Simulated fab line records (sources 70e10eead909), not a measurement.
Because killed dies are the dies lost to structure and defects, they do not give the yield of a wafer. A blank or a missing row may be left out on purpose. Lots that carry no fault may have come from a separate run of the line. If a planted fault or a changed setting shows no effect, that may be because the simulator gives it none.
What tool caused it? | flow nandHarc | 24 lots with 72 wafers sampled at 6 steps, on a route of 1302 steps

## WHAT EACH GAUGE READ, for each wafer
NHARC_A_CONTACT_OVL_MEAS_09. Usual: overlayXNm 0.2 nm, standard deviation 0.84; overlayYNm 0.2 nm, standard deviation 0.86.
lot  | measured     | on         | overlayXNm (nm) | overlayYNm (nm) | flag
L075 | day 22 18:38 | overlay-01 | -0.4 -0.7 0.2   | 0.6 1.0 0.9     | 
L074 | day 22 22:10 | overlay-01 | -0.1 -0.7 -0.3  | -0.4 -0.2 -0.9  | 
L076 | day 22 22:44 | overlay-02 | 1.6 1.1 1.2     | 0.1 0.5 0.1     | 
L077 | day 23 13:55 | overlay-01 | -1.1 -0.7 -0.9  | 1.1 1.6 1.1     | 
L078 | day 23 14:20 | overlay-02 | 1.6 0.9 2.0     | 1.5 1.1 0.7     | 
L079 | day 24 11:50 | overlay-02 | -0.4 -0.9 -1.2  | 0.3 -0.3 -0.1   | 
L080 | day 25 05:14 | overlay-02 | 0.4 -0.1 -0.2   | -0.2 -0.2 -0.8  | 
L081 | day 25 06:46 | overlay-01 | 0.4 1.5 0.6     | 0.2 1.0 -0.3    | 
L082 | day 25 18:27 | overlay-01 | -0.7 -0.4 -0.8  | 0.2 -0.1 -0.1   | 
L084 | day 26 10:13 | overlay-01 | -0.5 -0.4 -0.2  | -0.2 -0.1 -0.7  | 
L083 | day 26 19:31 | overlay-01 | 1.5 1.0 0.9     | 2.0 2.2 1.4     | 
L085 | day 27 07:11 | overlay-01 | -0.4 -0.1 -0.4  | -0.5 -0.5 -0.4  | 
L086 | day 27 11:32 | overlay-02 | -0.2 0.0 0.0    | 0.0 -0.4 -0.4   | 
L090 | day 28 09:23 | overlay-02 | -1.2 -1.4 -1.7  | -1.8 -1.1 -1.2  | 
L087 | day 28 10:58 | overlay-02 | -0.1 -0.1 -0.1  | 0.6 0.2 -0.5    | 
L088 | day 29 04:23 | overlay-02 | 1.7 1.6 1.7     | 1.1 0.9 0.8     | 
L089 | day 29 07:39 | overlay-02 | 0.4 0.4 0.3     | -0.4 -0.5 -0.5  | 
L092 | day 29 08:25 | overlay-02 | 0.7 0.7 0.5     | 0.3 0.6 0.3     | 
L091 | day 29 12:54 | overlay-01 | 0.8 1.0 0.8     | 1.7 2.2 2.0     | 
L094 | day 30 07:07 | overlay-01 | 1.1 1.0 1.7     | 0.1 0.9 0.2     | 
L093 | day 30 07:59 | overlay-01 | 0.0 -0.1 -0.1   | 1.1 0.7 0.4     | 
L095 | day 31 06:38 | overlay-01 | 1.1 1.0 0.3     | 0.4 0.0 -0.2    | 
L096 | day 32 03:40 | overlay-01 | 0.2 -0.2 0.8    | -0.9 -0.5 -1.0  | 
L097 | day 32 21:11 | overlay-01 | 0.6 0.7 0.7     | 1.4 1.2 1.0     | 

NHARC_A_CONTACT_CD_MEAS_15. Usual: 189.9 nm for cdNm, sd 0.85.
lot  | measured     | on       | cdNm (nm)         | flag
L075 | day 22 22:11 | cdSem-02 | 190.1 189.2 190.9 | 
L074 | day 23 02:24 | cdSem-03 | 190.3 190.0 190.6 | 
L076 | day 23 02:53 | cdSem-02 | 188.6 188.4 189.2 | 
L077 | day 23 17:52 | cdSem-03 | 190.1 189.0 188.9 | 
L078 | day 23 17:37 | cdSem-03 | 190.9 188.5 190.5 | 
L079 | day 24 15:08 | cdSem-03 | 190.5 190.2 190.4 | 
L080 | day 25 09:02 | cdSem-02 | 189.8 189.8 189.9 | 
L081 | day 25 11:16 | cdSem-01 | 189.4 189.7 189.2 | 
L082 | day 25 21:46 | cdSem-01 | 190.0 190.2 190.7 | 
L084 | day 26 14:29 | cdSem-02 | 188.9 189.1 189.8 | 
L083 | day 26 22:48 | cdSem-02 | 189.5 190.2 191.4 | 
L085 | day 27 10:28 | cdSem-01 | 190.8 191.3 191.5 | 
L086 | day 27 15:20 | cdSem-02 | 189.9 189.5 189.1 | 
L090 | day 28 12:41 | cdSem-02 | 191.7 191.0 191.3 | 
L087 | day 28 14:15 | cdSem-01 | 191.2 189.3 189.1 | 
L088 | day 29 07:44 | cdSem-03 | 189.9 189.4 187.9 | 
L089 | day 29 10:56 | cdSem-01 | 189.5 189.5 190.3 | 
L092 | day 29 14:40 | cdSem-01 | 189.5 189.4 190.6 | 
L091 | day 29 16:40 | cdSem-02 | 189.7 190.9 190.4 | 
L094 | day 30 10:40 | cdSem-01 | 189.2 187.8 188.9 | 
L093 | day 30 11:18 | cdSem-02 | 191.3 191.3 191.2 | 
L095 | day 31 10:13 | cdSem-03 | 189.4 189.6 189.6 | 
L096 | day 32 06:57 | cdSem-01 | 189.5 190.6 190.4 | 
L097 | day 33 00:28 | cdSem-02 | 189.3 190.6 189.2 | 

## WHICH TOOL RAN EACH LOT (tool, then ch and the chambers of the sampled wafers, then the start)
lot  | NHARC_A_CONTACT_ETCH_127           | NHARC_A_CONTACT_ETCH_31                      | NHARC_A_CONTACT_ETCH_138           | NHARC_A_CONTACT_ETCH_92
L075 | harCapEtch-02 ch 0,1, day 22 08:30 | rieDiel-11 ch 1,2,3, day 22 21:05 or earlier | harCapEtch-02 ch 0,1, day 22 21:05 | rieDiel-03 ch 0,2,3, day 22 21:55
L074 | harCapEtch-01 ch 1, day 22 14:00   | rieDiel-03 ch 1,2,3, day 23 01:10 or earlier | harCapEtch-02 ch 0,1, day 23 01:10 | rieDiel-03 ch 0,1, day 23 02:11
L076 | harCapEtch-03 ch 0,1, day 22 15:11 | rieDiel-03 ch 0,2,3, day 23 01:49 or earlier | harCapEtch-03 ch 0, day 23 01:49   | rieDiel-10 ch 0,1,3, day 23 02:39
L077 | harCapEtch-02 ch 0,1, day 23 06:37 | rieDiel-10 ch 0,1,3, day 23 16:38 or earlier | harCapEtch-02 ch 0, day 23 16:38   | rieDiel-03 ch 0,3, day 23 17:38
L078 | harCapEtch-03 ch 0,1, day 23 07:34 | rieDiel-11 ch 2,3, day 23 16:33 or earlier   | harCapEtch-03 ch 0,1, day 23 16:33 | rieDiel-03 ch 0,1,3, day 23 17:24
L079 | harCapEtch-03 ch 0,1, day 24 02:56 | rieDiel-03 ch 1,2,3, day 24 14:10 or earlier | harCapEtch-03 ch 0,1, day 24 14:10 | rieDiel-10 ch 0,1,3, day 24 14:56
L080 | harCapEtch-02 ch 0, day 24 23:41   | rieDiel-03 ch 0,2,3, day 25 07:52 or earlier | harCapEtch-02 ch 1, day 25 07:52   | rieDiel-10 ch 0,2, day 25 08:50
L081 | harCapEtch-03 ch 0,1, day 24 23:48 | rieDiel-03 ch 0,1,2, day 25 09:48 or earlier | harCapEtch-03 ch 0,1, day 25 09:48 | rieDiel-10 ch 2,3, day 25 11:03
L082 | harCapEtch-01 ch 0,1, day 25 12:32 | rieDiel-10 ch 0,2,3, day 25 20:44 or earlier | harCapEtch-01 ch 0,1, day 25 20:44 | rieDiel-03 ch 0,1, day 25 21:31
L084 | harCapEtch-02 ch 0,1, day 26 03:04 | rieDiel-03 ch 0,2,3, day 26 12:52 or earlier | harCapEtch-03 ch 0,1, day 26 12:52 | rieDiel-03 ch 2,3, day 26 13:50
L083 | harCapEtch-03 ch 0,1, day 26 05:25 | rieDiel-03 ch 0,1,2, day 26 21:45 or earlier | harCapEtch-01 ch 0,1, day 26 21:45 | rieDiel-03 ch 0,1,3, day 26 22:35
L085 | harCapEtch-02 ch 0,1, day 27 01:18 | rieDiel-03 ch 0,2,3, day 27 09:30 or earlier | harCapEtch-01 ch 0,1, day 27 09:30 | rieDiel-03 ch 0,1,2, day 27 10:16
L086 | harCapEtch-03 ch 0,1, day 27 05:03 | rieDiel-11 ch 0,1,3, day 27 14:17 or earlier | harCapEtch-02 ch 0,1, day 27 14:17 | rieDiel-10 ch 0,1,2, day 27 15:09
L090 | harCapEtch-02 ch 0,1, day 28 03:35 | rieDiel-10 ch 1,2,3, day 28 11:46 or earlier | harCapEtch-03 ch 0,1, day 28 11:46 | rieDiel-10 ch 0,3, day 28 12:28
L087 | harCapEtch-03 ch 0,1, day 28 04:02 | rieDiel-03 ch 0,2, day 28 13:15 or earlier   | harCapEtch-02 ch 0, day 28 13:15   | rieDiel-10 ch 0,1, day 28 14:02
L088 | harCapEtch-02 ch 0,1, day 28 16:38 | rieDiel-03 ch 0,2,3, day 29 06:43 or earlier | harCapEtch-01 ch 0,1, day 29 06:43 | rieDiel-11 ch 0,1,3, day 29 07:31
L089 | harCapEtch-01 ch 0,1, day 28 19:02 | rieDiel-03 ch 2,3, day 29 09:56 or earlier   | harCapEtch-03 ch 0,1, day 29 09:56 | rieDiel-03 ch 1,3, day 29 10:43
L092 | harCapEtch-03 ch 0,1, day 28 21:37 | rieDiel-11 ch 0,2,3, day 29 13:37 or earlier | harCapEtch-02 ch 0,1, day 29 13:37 | rieDiel-03 ch 1,2,3, day 29 14:26
L091 | harCapEtch-02 ch 0,1, day 29 04:35 | rieDiel-10 ch 0,2,3, day 29 15:37 or earlier | harCapEtch-02 ch 0,1, day 29 15:37 | rieDiel-03 ch 0,2, day 29 16:28
L094 | harCapEtch-02 ch 0,1, day 30 00:44 | rieDiel-10 ch 0,1,2, day 30 09:37 or earlier | harCapEtch-03 ch 0,1, day 30 09:37 | rieDiel-03 ch 0,2,3, day 30 10:27
L093 | harCapEtch-01 ch 0,1, day 30 01:19 | rieDiel-03 ch 1,3, day 30 10:13 or earlier   | harCapEtch-02 ch 0,1, day 30 10:13 | rieDiel-10 ch 0,2, day 30 11:06
L095 | harCapEtch-03 ch 0,1, day 31 01:05 | rieDiel-03 ch 1,3, day 31 09:05 or earlier   | harCapEtch-02 ch 0,1, day 31 09:05 | rieDiel-03 ch 1,3, day 31 10:01
L096 | harCapEtch-03 ch 0, day 31 20:58   | rieDiel-03 ch 0,3, day 32 05:57 or earlier   | harCapEtch-03 ch 0,1, day 32 05:57 | rieDiel-11 ch 0,2, day 32 06:44
L097 | harCapEtch-01 ch 0,1, day 32 14:13 | rieDiel-03 ch 0,3, day 32 23:25 or earlier   | harCapEtch-01 ch 0,1, day 32 23:25 | rieDiel-03 ch 0,3, day 33 00:16
- NHARC_A_CONTACT_ETCH_127: etches the open film in C4F8/O2/Ar, time 197 s, target depth 1918 nm.
- NHARC_A_CONTACT_ETCH_31: etches the open film in O2/COS, target depth 2800 nm, time 728 s.
- NHARC_A_CONTACT_ETCH_138: etches the open film in C4F8/O2/Ar, time 311 s, target depth 1914 nm.
- NHARC_A_CONTACT_ETCH_92: etches the open film in CH3F/O2, target depth 40 nm, time 85.7 s.

## WHAT THE TOOLS THEMSELVES READ (means of the sampled wafers that have a number; where no wafer has one, the mark that the record gives instead)
NHARC_A_CONTACT_ETCH_127. Usual: 19.999 mTorr for chamberPressureMTorr, sd 0.021.
lot  | tool          | chamberPressureMTorr (mTorr) | flag
L075 | harCapEtch-02 | 20.005                       | 
L074 | harCapEtch-01 | 19.996                       | 
L076 | harCapEtch-03 | 19.993                       | 
L077 | harCapEtch-02 | 19.996                       | 
L078 | harCapEtch-03 | 19.990                       | 
L079 | harCapEtch-03 | 20.001                       | 
L080 | harCapEtch-02 | 20.010                       | 
L081 | harCapEtch-03 | 20.008                       | 
L082 | harCapEtch-01 | 19.995                       | 
L084 | harCapEtch-02 | 19.990                       | 
L083 | harCapEtch-03 | 20.005                       | 
L085 | harCapEtch-02 | 20.000                       | 
L086 | harCapEtch-03 | 20.005                       | 
L090 | harCapEtch-02 | 19.999                       | 
L087 | harCapEtch-03 | 19.996                       | 
L088 | harCapEtch-02 | 19.999                       | 
L089 | harCapEtch-01 | 19.975                       | 
L092 | harCapEtch-03 | 19.994                       | 
L091 | harCapEtch-02 | 20.010                       | 
L094 | harCapEtch-02 | 19.990                       | 
L093 | harCapEtch-01 | 20.000                       | 
L095 | harCapEtch-03 | 19.986                       | 
L096 | harCapEtch-03 | 19.995                       | 
L097 | harCapEtch-01 | 20.004                       | 

NHARC_A_CONTACT_ETCH_31. Usual: chamberPressureMTorr 20.001 mTorr, standard deviation 0.017; drypumpMotorCurrentA 5.7 A, standard deviation 0.43; oesProductAu 1.004 a.u., standard deviation 0.013; rfVppV 315.0 V, standard deviation 2.1; showerheadPlenumPTorr 3.18 Torr, standard deviation 0.13; throttleValvePct 28.329 %, standard deviation 0.0097.
lot  | tool       | chamberPressureMTorr (mTorr) | drypumpMotorCurrentA (A) | oesProductAu (a.u.) | rfVppV (V) | showerheadPlenumPTorr (Torr) | throttleValvePct (%) | flag
L075 | rieDiel-11 | 20.001                       | 5.9                      | 0.992               | 316.1      | 3.25                         | 28.319               | 
L074 | rieDiel-03 | 20.006                       | 5.7                      | 1.014               | 314.2      | 3.14                         | 28.322               | 
L076 | rieDiel-03 | 20.000                       | 5.6                      | 1.004               | 316.4      | 3.27                         | 28.343               | 
L077 | rieDiel-10 | 20.012                       | 5.6                      | 0.995               | 315.4      | 3.20                         | 28.334               | 
L078 | rieDiel-11 | 20.010                       | 6.1                      | 1.016               | 315.5      | 3.17                         | 28.336               | 
L079 | rieDiel-03 | 19.990                       | 5.7                      | 1.009               | 315.1      | 3.14                         | 28.332               | 
L080 | rieDiel-03 | 19.984                       | 5.6                      | 1.004               | 316.0      | 3.26                         | 28.325               | 
L081 | rieDiel-03 | 19.990                       | 5.9                      | 1.009               | 314.2      | 3.17                         | 28.325               | 
L082 | rieDiel-10 | 19.985                       | 5.8                      | 1.004               | 314.9      | 3.15                         | 28.331               | 
L084 | rieDiel-03 | 20.000                       | 5.6                      | 1.002               | 316.0      | 3.26                         | 28.336               | 
L083 | rieDiel-03 | 19.980                       | 5.9                      | 1.008               | 315.2      | 3.17                         | 28.332               | 
L085 | rieDiel-03 | 19.992                       | 5.6                      | 0.999               | 315.9      | 3.26                         | 28.323               | 
L086 | rieDiel-11 | 20.013                       | 5.7                      | 0.997               | 316.3      | 3.20                         | 28.318               | 
L090 | rieDiel-10 | 19.995                       | 5.6                      | 1.006               | 314.8      | 3.17                         | 28.335               | 
L087 | rieDiel-03 | 19.998                       | 5.8                      | 1.005               | 316.6      | 3.29                         | 28.340               | 
L088 | rieDiel-03 | 19.999                       | 5.5                      | 1.012               | 316.1      | 3.26                         | 28.322               | 
L089 | rieDiel-03 | 20.003                       | 5.4                      | 1.017               | 316.8      | 3.22                         | 28.329               | 
L092 | rieDiel-11 | 20.021                       | 5.9                      | 0.996               | 315.0      | 3.19                         | 28.335               | 
L091 | rieDiel-10 | 20.022                       | 5.8                      | 1.009               | 315.1      | 3.14                         | 28.329               | 
L094 | rieDiel-10 | 20.008                       | 5.5                      | 0.993               | 313.3      | 3.07                         | 28.327               | 
L093 | rieDiel-03 | 20.007                       | 5.5                      | 1.004               | 313.8      | 3.07                         | 28.328               | 
L095 | rieDiel-03 | 20.002                       | 5.5                      | 0.996               | 312.9      | 3.07                         | 28.325               | 
L096 | rieDiel-03 | 20.018                       | 5.2                      | 1.015               | 316.6      | 3.29                         | 28.330               | 
L097 | rieDiel-03 | 19.993                       | 5.1                      | 1.020               | 316.8      | 3.28                         | 28.319               | 

NHARC_A_CONTACT_ETCH_138. Usual: 20.000 mTorr for chamberPressureMTorr, sd 0.018.
lot  | tool          | chamberPressureMTorr (mTorr) | flag
L075 | harCapEtch-02 | 20.011                       | 
L074 | harCapEtch-02 | 19.993                       | 
L076 | harCapEtch-03 | 19.995                       | 
L077 | harCapEtch-02 | 20.009                       | 
L078 | harCapEtch-03 | 20.006                       | 
L079 | harCapEtch-03 | 19.991                       | 
L080 | harCapEtch-02 | 20.006                       | 
L081 | harCapEtch-03 | 20.013                       | 
L082 | harCapEtch-01 | 19.997                       | 
L084 | harCapEtch-03 | 19.999                       | 
L083 | harCapEtch-01 | 19.999                       | 
L085 | harCapEtch-01 | 20.003                       | 
L086 | harCapEtch-02 | 20.001                       | 
L090 | harCapEtch-03 | 20.002                       | 
L087 | harCapEtch-02 | 19.990                       | 
L088 | harCapEtch-01 | 20.004                       | 
L089 | harCapEtch-03 | 19.989                       | 
L092 | harCapEtch-02 | 19.991                       | 
L091 | harCapEtch-02 | 19.998                       | 
L094 | harCapEtch-03 | 19.981                       | 
L093 | harCapEtch-02 | 19.993                       | 
L095 | harCapEtch-02 | 19.997                       | 
L096 | harCapEtch-03 | 19.981                       | 
L097 | harCapEtch-01 | 19.994                       | 

NHARC_A_CONTACT_ETCH_92. Usual: chamberPressureMTorr 25.004 mTorr, standard deviation 0.025; drypumpMotorCurrentA 5.6 A, standard deviation 0.42; oesProductAu 0.95 a.u., standard deviation 0.032; rfVppV 245.0 V, standard deviation 1.6; showerheadPlenumPTorr 2.50 Torr, standard deviation 0.1; throttleValvePct 20.664 %, standard deviation 0.0093.
lot  | tool       | chamberPressureMTorr (mTorr) | drypumpMotorCurrentA (A) | oesProductAu (a.u.) | rfVppV (V) | showerheadPlenumPTorr (Torr) | throttleValvePct (%) | flag
L075 | rieDiel-03 | 24.992                       | 5.5                      | 0.93                | 246.5      | 2.58                         | 20.672               | 
L074 | rieDiel-03 | 24.989                       | 5.7                      | 0.94                | 244.0      | 2.45                         | 20.669               | 
L076 | rieDiel-10 | 25.032                       | 5.6                      | 0.92                | 245.7      | 2.52                         | 20.664               | 
L077 | rieDiel-03 | 25.018                       | 5.1                      | 0.93                | 246.5      | 2.60                         | 20.669               | 
L078 | rieDiel-03 | 24.999                       | 5.4                      | 0.93                | 245.6      | 2.53                         | 20.655               | 
L079 | rieDiel-10 | 25.011                       | 5.6                      | 1.00                | 245.4      | 2.51                         | 20.671               | 
L080 | rieDiel-10 | 24.987                       | 5.7                      | 0.91                | 243.7      | 2.42                         | 20.661               | 
L081 | rieDiel-10 | 25.006                       | 5.8                      | 0.92                | 245.9      | 2.56                         | 20.667               | 
L082 | rieDiel-03 | 25.008                       | 5.7                      | 0.94                | 243.2      | 2.45                         | 20.665               | 
L084 | rieDiel-03 | 24.995                       | 5.4                      | 0.93                | 245.2      | 2.54                         | 20.670               | 
L083 | rieDiel-03 | 24.993                       | 5.4                      | 0.95                | 244.6      | 2.52                         | 20.658               | 
L085 | rieDiel-03 | 25.014                       | 5.9                      | 0.94                | 243.9      | 2.50                         | 20.663               | 
L086 | rieDiel-10 | 25.018                       | 5.5                      | 0.93                | 243.9      | 2.43                         | 20.661               | 
L090 | rieDiel-10 | 25.017                       | 5.8                      | 0.94                | 246.4      | 2.55                         | 20.659               | 
L087 | rieDiel-10 | 25.003                       | 5.4                      | 0.93                | 244.2      | 2.45                         | 20.669               | 
L088 | rieDiel-11 | 25.010                       | 5.7                      | 0.99                | 244.6      | 2.52                         | 20.668               | 
L089 | rieDiel-03 | 24.990                       | 5.5                      | 0.93                | 243.6      | 2.42                         | 20.656               | 
L092 | rieDiel-03 | 24.976                       | 5.7                      | 1.01                | 243.6      | 2.46                         | 20.664               | 
L091 | rieDiel-03 | 24.999                       | 6.0                      | 1.00                | 245.2      | 2.54                         | 20.675               | 
L094 | rieDiel-03 | 24.991                       | 5.6                      | 1.01                | 245.6      | 2.56                         | 20.666               | 
L093 | rieDiel-10 | 25.007                       | 5.7                      | 0.93                | 243.8      | 2.39                         | 20.673               | 
L095 | rieDiel-03 | 25.002                       | 5.2                      | 0.93                | 244.9      | 2.49                         | 20.656               | 
L096 | rieDiel-11 | 25.024                       | 5.9                      | 0.99                | 246.4      | 2.56                         | 20.667               | 
L097 | rieDiel-03 | 25.005                       | 5.1                      | 0.94                | 246.5      | 2.59                         | 20.672               | 

## THE ANSWER, worked out from the rows above alone
Rule: lot off if the mean of its wafers having a number is beyond 3 standard deviations from the usual mean. A lot without any number at a reading at which 4 lots or more have one is off too. All remaining lots with rows at the step are treated as sound. After the gauges, taken in route order, come the tools' own readings; for these a lot's mean is taken, as printed above. The first step at which some lot is off is used, and at that step the reading that is off furthest; a lot without a number counts as furthest.
Across all readings shown, no lot is off: no conclusion can be drawn from this.

## WHAT THE SIMULATOR PUT IN
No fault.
